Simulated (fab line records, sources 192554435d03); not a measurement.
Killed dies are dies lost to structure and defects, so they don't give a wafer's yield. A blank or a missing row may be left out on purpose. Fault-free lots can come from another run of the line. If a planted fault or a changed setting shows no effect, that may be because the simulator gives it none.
Which tool is to blame? || flow n5-finfet || 26 wafers from 9 lots sampled at 6 of the route's 1938 steps

## WHAT THE GAUGES READ, wafer by wafer
N5_BEOL_M3_OCD_MEAS_38.
{"lot": "L298", "measured": "day 8 06:47", "on": "ocd-02", "trench-depth-nm (nm)": "54.7 54.5"}
{"lot": "L302", "measured": "day 8 16:34", "on": "ocd-02", "trench-depth-nm (nm)": "54.0 55.6 53.6"}
{"lot": "L303", "measured": "day 8 20:47", "on": "ocd-02", "trench-depth-nm (nm)": "56.6 53.3 55.9"}
{"lot": "L305", "measured": "day 10 20:22", "on": "ocd-01", "trench-depth-nm (nm)": "56.1 57.7 56.7"}
{"lot": "L310", "measured": "day 11 22:01", "on": "ocd-02", "trench-depth-nm (nm)": "53.1 54.6 55.1"}
{"lot": "L309", "measured": "day 12 03:11", "on": "ocd-01", "trench-depth-nm (nm)": "55.4 53.9 54.8"}
{"lot": "L311", "measured": "day 12 06:49", "on": "ocd-01", "trench-depth-nm (nm)": "55.7 55.6 56.2"}
{"lot": "L312", "measured": "day 12 06:52", "on": "ocd-02", "trench-depth-nm (nm)": "54.5 45.0 55.1"}
{"lot": "L315", "measured": "day 12 11:01", "on": "ocd-01", "trench-depth-nm (nm)": "56.2 55.6 55.7"}

N5_BEOL_M4_RC_MEAS_101.
{"lot": "L298", "measured": "day 9 12:31", "on": "prober-02", "DIBL_N (mV/V)": "39.2 39.5", "DIBL_P (mV/V)": "39.0 38.4", "IOFF_N (nA/um)": "0.22 0.22", "IOFF_P (nA/um)": "0.23 0.24", "ION_N (uA/um)": "689 677", "ION_P (uA/um)": "462 464", "SS_N (mV/dec)": "72.0 72.4", "SS_P (mV/dec)": "74.0 73.7", "VT_N (mV)": "246 245", "VT_P (mV)": "-252 -252"}
{"lot": "L302", "measured": "day 9 21:43", "on": "prober-01", "DIBL_N (mV/V)": "38.0 38.1 36.9", "DIBL_P (mV/V)": "36.3 36.2 36.1", "IOFF_N (nA/um)": "0.18 0.17 0.16", "IOFF_P (nA/um)": "0.21 0.19 0.21", "ION_N (uA/um)": "679 669 676", "ION_P (uA/um)": "458 453 461", "SS_N (mV/dec)": "71.9 72.0 71.0", "SS_P (mV/dec)": "73.6 73.5 73.4", "VT_N (mV)": "250 252 248", "VT_P (mV)": "-251 -255 -249"}
{"lot": "L303", "measured": "day 10 22:04", "on": "prober-02", "DIBL_N (mV/V)": "34.9 35.3 34.3", "DIBL_P (mV/V)": "34.9 33.9 33.7", "IOFF_N (nA/um)": "0.15 0.15 0.14", "IOFF_P (nA/um)": "0.20 0.19 0.19", "ION_N (uA/um)": "681 666 667", "ION_P (uA/um)": "470 458 469", "SS_N (mV/dec)": "71.3 71.8 71.0", "SS_P (mV/dec)": "73.2 72.7 72.7", "VT_N (mV)": "247 249 250", "VT_P (mV)": "-250 -248 -253"}
{"lot": "L305", "measured": "day 11 09:53", "on": "prober-01", "DIBL_N (mV/V)": "38.7 37.5 36.0", "DIBL_P (mV/V)": "38.9 38.0 35.6", "IOFF_N (nA/um)": "0.20 0.18 0.14", "IOFF_P (nA/um)": "0.23 0.21 0.17", "ION_N (uA/um)": "692 691 664", "ION_P (uA/um)": "470 467 457", "SS_N (mV/dec)": "72.4 72.1 71.6", "SS_P (mV/dec)": "74.4 73.2 73.2", "VT_N (mV)": "244 249 254", "VT_P (mV)": "-250 -252 -256"}
{"lot": "L310", "measured": "day 12 18:41", "on": "prober-02", "DIBL_N (mV/V)": "39.9 35.5 37.2", "DIBL_P (mV/V)": "40.4 34.8 36.8", "IOFF_N (nA/um)": "0.25 0.16 0.18", "IOFF_P (nA/um)": "0.28 0.19 0.23", "ION_N (uA/um)": "707 663 674", "ION_P (uA/um)": "470 453 462", "SS_N (mV/dec)": "72.9 71.0 72.1", "SS_P (mV/dec)": "75.2 73.6 74.4", "VT_N (mV)": "245 251 249", "VT_P (mV)": "-248 -251 -249"}
{"lot": "L309", "measured": "day 13 01:29", "on": "prober-01", "DIBL_N (mV/V)": "37.5 38.6 37.2", "DIBL_P (mV/V)": "36.2 39.0 37.2", "IOFF_N (nA/um)": "0.16 0.19 0.16", "IOFF_P (nA/um)": "0.18 0.22 0.19", "ION_N (uA/um)": "668 682 672", "ION_P (uA/um)": "446 451 452", "SS_N (mV/dec)": "72.7 71.7 72.5", "SS_P (mV/dec)": "73.4 73.4 73.2", "VT_N (mV)": "253 247 254", "VT_P (mV)": "-259 -252 -253"}
{"lot": "L311", "measured": "day 13 06:35", "on": "prober-02", "DIBL_N (mV/V)": "33.7 38.1 34.3", "DIBL_P (mV/V)": "34.0 39.5 34.0", "IOFF_N (nA/um)": "0.11 0.18 0.11", "IOFF_P (nA/um)": "0.16 0.24 0.15", "ION_N (uA/um)": "664 683 661", "ION_P (uA/um)": "456 474 453", "SS_N (mV/dec)": "71.0 72.7 70.8", "SS_P (mV/dec)": "72.5 73.6 72.9", "VT_N (mV)": "255 252 255", "VT_P (mV)": "-252 -250 -255"}
{"lot": "L312", "measured": "day 13 10:46", "on": "prober-02", "DIBL_N (mV/V)": "36.8 39.3 36.1", "DIBL_P (mV/V)": "35.1 38.0 33.2", "IOFF_N (nA/um)": "0.16 0.19 0.14", "IOFF_P (nA/um)": "0.19 0.25 0.16", "ION_N (uA/um)": "683 680 671", "ION_P (uA/um)": "464 468 451", "SS_N (mV/dec)": "71.6 72.0 71.9", "SS_P (mV/dec)": "73.5 74.0 73.2", "VT_N (mV)": "249 248 252", "VT_P (mV)": "-251 -248 -255"}
{"lot": "L315", "measured": "day 13 10:07", "on": "prober-01", "DIBL_N (mV/V)": "36.8 35.3 35.3", "DIBL_P (mV/V)": "38.1 37.1 37.4", "IOFF_N (nA/um)": "0.18 0.16 0.17", "IOFF_P (nA/um)": "0.22 0.19 0.20", "ION_N (uA/um)": "676 673 689", "ION_P (uA/um)": "468 456 470", "SS_N (mV/dec)": "71.6 72.2 72.2", "SS_P (mV/dec)": "73.6 72.8 72.9", "VT_N (mV)": "248 251 249", "VT_P (mV)": "-252 -254 -252"}

## TOOL THAT RAN EACH LOT (tool first, then ch and the chambers of the sampled wafers, then the start)
{"lot": "L298", "N5_BEOL_M3_TRENCH_ETCH_37": "rie-diel-02 ch 1, day 8 06:37", "N5_BEOL_M3_STRIP_97": "rie-diel-02 ch 1, day 8 06:47 or earlier", "N5_BEOL_M3_ALD_84": "ald-metal-02 ch 1,3, day 8 07:39", "N5_BEOL_M3_SPUTTER_79": "pvd-sputter-01, day 8 08:26"}
{"lot": "L302", "N5_BEOL_M3_TRENCH_ETCH_37": "rie-diel-06 ch 0,3, day 8 16:25", "N5_BEOL_M3_STRIP_97": "rie-diel-06 ch 0,3, day 8 16:34 or earlier", "N5_BEOL_M3_ALD_84": "ald-metal-01 ch 0,2,3, day 8 17:21", "N5_BEOL_M3_SPUTTER_79": "pvd-sputter-02, day 8 19:55"}
{"lot": "L303", "N5_BEOL_M3_TRENCH_ETCH_37": "rie-diel-05 ch 0,2,3, day 8 20:38", "N5_BEOL_M3_STRIP_97": "rie-diel-05 ch 0,2,3, day 8 20:47 or earlier", "N5_BEOL_M3_ALD_84": "ald-metal-04 ch 0,1,2, day 8 21:08", "N5_BEOL_M3_SPUTTER_79": "pvd-sputter-02, day 8 22:03"}
{"lot": "L305", "N5_BEOL_M3_TRENCH_ETCH_37": "rie-diel-05 ch 0,1,2, day 10 20:13", "N5_BEOL_M3_STRIP_97": "rie-diel-05 ch 0,1,2, day 10 20:22 or earlier", "N5_BEOL_M3_ALD_84": "ald-metal-04 ch 0,2, day 10 21:17", "N5_BEOL_M3_SPUTTER_79": "pvd-sputter-03, day 10 22:54"}
{"lot": "L310", "N5_BEOL_M3_TRENCH_ETCH_37": "rie-diel-06 ch 2,3, day 11 21:52", "N5_BEOL_M3_STRIP_97": "rie-diel-06 ch 2,3, day 11 22:01 or earlier", "N5_BEOL_M3_ALD_84": "ald-metal-01 ch 1,3, day 11 22:19", "N5_BEOL_M3_SPUTTER_79": "pvd-sputter-03, day 12 02:21"}
{"lot": "L309", "N5_BEOL_M3_TRENCH_ETCH_37": "rie-diel-02 ch 1,2, day 12 03:01", "N5_BEOL_M3_STRIP_97": "rie-diel-02 ch 1,2, day 12 03:11 or earlier", "N5_BEOL_M3_ALD_84": "ald-metal-02 ch 1,2,3, day 12 03:52", "N5_BEOL_M3_SPUTTER_79": "pvd-sputter-03, day 12 04:35"}
{"lot": "L311", "N5_BEOL_M3_TRENCH_ETCH_37": "rie-diel-05 ch 1,2,3, day 12 06:40", "N5_BEOL_M3_STRIP_97": "rie-diel-05 ch 1,2,3, day 12 06:49 or earlier", "N5_BEOL_M3_ALD_84": "ald-metal-02 ch 0,1,3, day 12 07:08", "N5_BEOL_M3_SPUTTER_79": "pvd-sputter-01, day 12 07:56"}
{"lot": "L312", "N5_BEOL_M3_TRENCH_ETCH_37": "rie-diel-06 ch 1,2, day 12 06:43", "N5_BEOL_M3_STRIP_97": "rie-diel-06 ch 1,2, day 12 06:52 or earlier", "N5_BEOL_M3_ALD_84": "ald-metal-01 ch 1,2,3, day 12 07:19", "N5_BEOL_M3_SPUTTER_79": "pvd-sputter-03, day 12 08:16"}
{"lot": "L315", "N5_BEOL_M3_TRENCH_ETCH_37": "rie-diel-05 ch 0,2, day 12 10:52", "N5_BEOL_M3_STRIP_97": "rie-diel-05 ch 0,2, day 12 11:01 or earlier", "N5_BEOL_M3_ALD_84": "ald-metal-04 ch 1,3, day 12 11:39", "N5_BEOL_M3_SPUTTER_79": "pvd-sputter-01, day 12 12:32"}
- N5_BEOL_M3_TRENCH_ETCH_37: etches SiOC in C4F6/O2, target depth 55.555 nm, time 29.2 s.
- N5_BEOL_M3_STRIP_97: strips in N2/H2, time 10 s.
- N5_BEOL_M3_ALD_84: deposits TaN, pulse time 2 s, purge time 3 s, co reactant purge time 2 s.
- N5_BEOL_M3_SPUTTER_79: material Cu, target thk 4.5 nm, time 8.29 s.

## WHAT THE TOOLS THEMSELVES READ (means of the sampled wafers that have a number; where no wafer has one, the mark that the record gives instead)
N5_BEOL_M3_TRENCH_ETCH_37.
{"lot": "L298", "tool": "rie-diel-02", "O2_flow_sccm (sccm)": 9.97, "drypump-motor-current-A (A)": 5.7, "oes-product-au (a.u.)": 0.84, "rf-vpp-V (V)": 648, "showerhead-plenum-p-Torr (Torr)": 2.76, "throttle-valve-pct (%)": 20.80}
{"lot": "L302", "tool": "rie-diel-06", "O2_flow_sccm (sccm)": 10.02, "drypump-motor-current-A (A)": 5.5, "oes-product-au (a.u.)": 0.74, "rf-vpp-V (V)": 671, "showerhead-plenum-p-Torr (Torr)": 2.88, "throttle-valve-pct (%)": 21.03}
{"lot": "L303", "tool": "rie-diel-05", "O2_flow_sccm (sccm)": 10.01, "drypump-motor-current-A (A)": 5.5, "oes-product-au (a.u.)": 0.79, "rf-vpp-V (V)": 668, "showerhead-plenum-p-Torr (Torr)": 2.83, "throttle-valve-pct (%)": 20.81}
{"lot": "L305", "tool": "rie-diel-05", "O2_flow_sccm (sccm)": 9.98, "drypump-motor-current-A (A)": 5.7, "oes-product-au (a.u.)": 0.80, "rf-vpp-V (V)": 667, "showerhead-plenum-p-Torr (Torr)": 2.86, "throttle-valve-pct (%)": 20.63}
{"lot": "L310", "tool": "rie-diel-06", "O2_flow_sccm (sccm)": 10.01, "drypump-motor-current-A (A)": 5.7, "oes-product-au (a.u.)": 0.72, "rf-vpp-V (V)": 664, "showerhead-plenum-p-Torr (Torr)": 2.95, "throttle-valve-pct (%)": 21.03}
{"lot": "L309", "tool": "rie-diel-02", "O2_flow_sccm (sccm)": 9.99, "drypump-motor-current-A (A)": 5.9, "oes-product-au (a.u.)": 0.76, "rf-vpp-V (V)": 660, "showerhead-plenum-p-Torr (Torr)": 2.80, "throttle-valve-pct (%)": 20.80}
{"lot": "L311", "tool": "rie-diel-05", "O2_flow_sccm (sccm)": 10.01, "drypump-motor-current-A (A)": 5.6, "oes-product-au (a.u.)": 0.82, "rf-vpp-V (V)": 673, "showerhead-plenum-p-Torr (Torr)": 2.86, "throttle-valve-pct (%)": 20.74}
{"lot": "L312", "tool": "rie-diel-06", "O2_flow_sccm (sccm)": 10.00, "drypump-motor-current-A (A)": 5.9, "oes-product-au (a.u.)": 0.68, "rf-vpp-V (V)": 667, "showerhead-plenum-p-Torr (Torr)": 2.91, "throttle-valve-pct (%)": 20.97}
{"lot": "L315", "tool": "rie-diel-05", "O2_flow_sccm (sccm)": 10.01, "drypump-motor-current-A (A)": 5.9, "oes-product-au (a.u.)": 0.82, "rf-vpp-V (V)": 674, "showerhead-plenum-p-Torr (Torr)": 2.84, "throttle-valve-pct (%)": 20.57}

N5_BEOL_M3_STRIP_97.
{"lot": "L298", "tool": "rie-diel-02", "drypump-motor-current-A (A)": 5.7, "n2-flow-sccm (sccm)": 198.9, "oes-product-au (a.u.)": 0.85, "rf-vpp-V (V)": 58.5, "showerhead-plenum-p-Torr (Torr)": 2.49, "throttle-valve-pct (%)": 23.6}
{"lot": "L302", "tool": "rie-diel-06", "drypump-motor-current-A (A)": 5.5, "n2-flow-sccm (sccm)": 199.8, "oes-product-au (a.u.)": 0.75, "rf-vpp-V (V)": 59.6, "showerhead-plenum-p-Torr (Torr)": 2.57, "throttle-valve-pct (%)": 23.8}
{"lot": "L303", "tool": "rie-diel-05", "drypump-motor-current-A (A)": 5.5, "n2-flow-sccm (sccm)": 200.1, "oes-product-au (a.u.)": 0.78, "rf-vpp-V (V)": 60.6, "showerhead-plenum-p-Torr (Torr)": 2.51, "throttle-valve-pct (%)": 23.4}
{"lot": "L305", "tool": "rie-diel-05", "drypump-motor-current-A (A)": 5.7, "n2-flow-sccm (sccm)": 200.0, "oes-product-au (a.u.)": 0.78, "rf-vpp-V (V)": 59.4, "showerhead-plenum-p-Torr (Torr)": 2.55, "throttle-valve-pct (%)": 23.3}
{"lot": "L310", "tool": "rie-diel-06", "drypump-motor-current-A (A)": 5.7, "n2-flow-sccm (sccm)": 200.0, "oes-product-au (a.u.)": 0.72, "rf-vpp-V (V)": 58.8, "showerhead-plenum-p-Torr (Torr)": 2.62, "throttle-valve-pct (%)": 23.9}
{"lot": "L309", "tool": "rie-diel-02", "drypump-motor-current-A (A)": 5.9, "n2-flow-sccm (sccm)": 199.9, "oes-product-au (a.u.)": 0.75, "rf-vpp-V (V)": 58.9, "showerhead-plenum-p-Torr (Torr)": 2.51, "throttle-valve-pct (%)": 23.5}
{"lot": "L311", "tool": "rie-diel-05", "drypump-motor-current-A (A)": 5.6, "n2-flow-sccm (sccm)": 200.5, "oes-product-au (a.u.)": 0.81, "rf-vpp-V (V)": 59.7, "showerhead-plenum-p-Torr (Torr)": 2.56, "throttle-valve-pct (%)": 23.6}
{"lot": "L312", "tool": "rie-diel-06", "drypump-motor-current-A (A)": 5.9, "n2-flow-sccm (sccm)": 199.7, "oes-product-au (a.u.)": 0.71, "rf-vpp-V (V)": 59.1, "showerhead-plenum-p-Torr (Torr)": 2.59, "throttle-valve-pct (%)": 24.0}
{"lot": "L315", "tool": "rie-diel-05", "drypump-motor-current-A (A)": 5.9, "n2-flow-sccm (sccm)": 199.6, "oes-product-au (a.u.)": 0.82, "rf-vpp-V (V)": 59.1, "showerhead-plenum-p-Torr (Torr)": 2.54, "throttle-valve-pct (%)": 23.3}

N5_BEOL_M3_ALD_84.
{"lot": "L298", "tool": "ald-metal-02", "heater-power-w (W)": 464, "mfc-carrier-sccm (sccm)": 1506}
{"lot": "L302", "tool": "ald-metal-01", "heater-power-w (W)": 420, "mfc-carrier-sccm (sccm)": 1500}
{"lot": "L303", "tool": "ald-metal-04", "heater-power-w (W)": 405, "mfc-carrier-sccm (sccm)": 1501}
{"lot": "L305", "tool": "ald-metal-04", "heater-power-w (W)": 409, "mfc-carrier-sccm (sccm)": 1499}
{"lot": "L310", "tool": "ald-metal-01", "heater-power-w (W)": 440, "mfc-carrier-sccm (sccm)": 1499}
{"lot": "L309", "tool": "ald-metal-02", "heater-power-w (W)": 445, "mfc-carrier-sccm (sccm)": 1501}
{"lot": "L311", "tool": "ald-metal-02", "heater-power-w (W)": 445, "mfc-carrier-sccm (sccm)": 1502}
{"lot": "L312", "tool": "ald-metal-01", "heater-power-w (W)": 468, "mfc-carrier-sccm (sccm)": 1498}
{"lot": "L315", "tool": "ald-metal-04", "heater-power-w (W)": 407, "mfc-carrier-sccm (sccm)": 1496}

N5_BEOL_M3_SPUTTER_79.
{"lot": "L298", "tool": "pvd-sputter-01", "throttle-valve-pct (%)": 32.0}
{"lot": "L302", "tool": "pvd-sputter-02", "throttle-valve-pct (%)": 29.9}
{"lot": "L303", "tool": "pvd-sputter-02", "throttle-valve-pct (%)": 29.8}
{"lot": "L305", "tool": "pvd-sputter-03", "throttle-valve-pct (%)": 29.4}
{"lot": "L310", "tool": "pvd-sputter-03", "throttle-valve-pct (%)": 30.4}
{"lot": "L309", "tool": "pvd-sputter-03", "throttle-valve-pct (%)": 29.5}
{"lot": "L311", "tool": "pvd-sputter-01", "throttle-valve-pct (%)": 31.6}
{"lot": "L312", "tool": "pvd-sputter-03", "throttle-valve-pct (%)": 30.1}
{"lot": "L315", "tool": "pvd-sputter-01", "throttle-valve-pct (%)": 32.1}

## THE ANSWER, worked out from the rows above alone
Rule: what is usual is taken from the lots themselves. The widest of any qualifying gaps counts: lots, ordered by their means at a reading, are off when they make up no more than a third of the lots, leave a main group of 4 or more, and stand apart from it by 3 or more times the standard deviation of that group's means. The tables above print the reading to a certain number of digits; a main group whose means all agree to those digits is not used. A lot without any number at a reading at which 4 lots or more have one is off too. The other lots that the step has rows for count as sound. Order of review: gauges by route order, followed by the tools' own readings, for which a lot's mean as printed above is used. At the first step where some lot is off, the reading lying furthest off is the one used; lots without a number count as furthest.
Off, at N5_BEOL_M3_OCD_MEAS_38 on trench-depth-nm: L312. Main group: mean 55.2 nm, sd 0.84.
If a tool, at a process step before that reading, ran all the lots that are off and no sound lot after the first of them, it fits. Those tools and the gauges at N5_BEOL_M3_OCD_MEAS_38 are tried in the same way. Because N5_BEOL_M3_STRIP_97 lacks a start for some lots, the hours and order of its lots are taken from N5_BEOL_M3_OCD_MEAS_38. This does not decide it: 2 tools fit, namely rie-diel-06 at N5_BEOL_M3_TRENCH_ETCH_37 and N5_BEOL_M3_STRIP_97 and ocd-02 at N5_BEOL_M3_OCD_MEAS_38.

## WHAT THE SIMULATOR HAD INSERTED
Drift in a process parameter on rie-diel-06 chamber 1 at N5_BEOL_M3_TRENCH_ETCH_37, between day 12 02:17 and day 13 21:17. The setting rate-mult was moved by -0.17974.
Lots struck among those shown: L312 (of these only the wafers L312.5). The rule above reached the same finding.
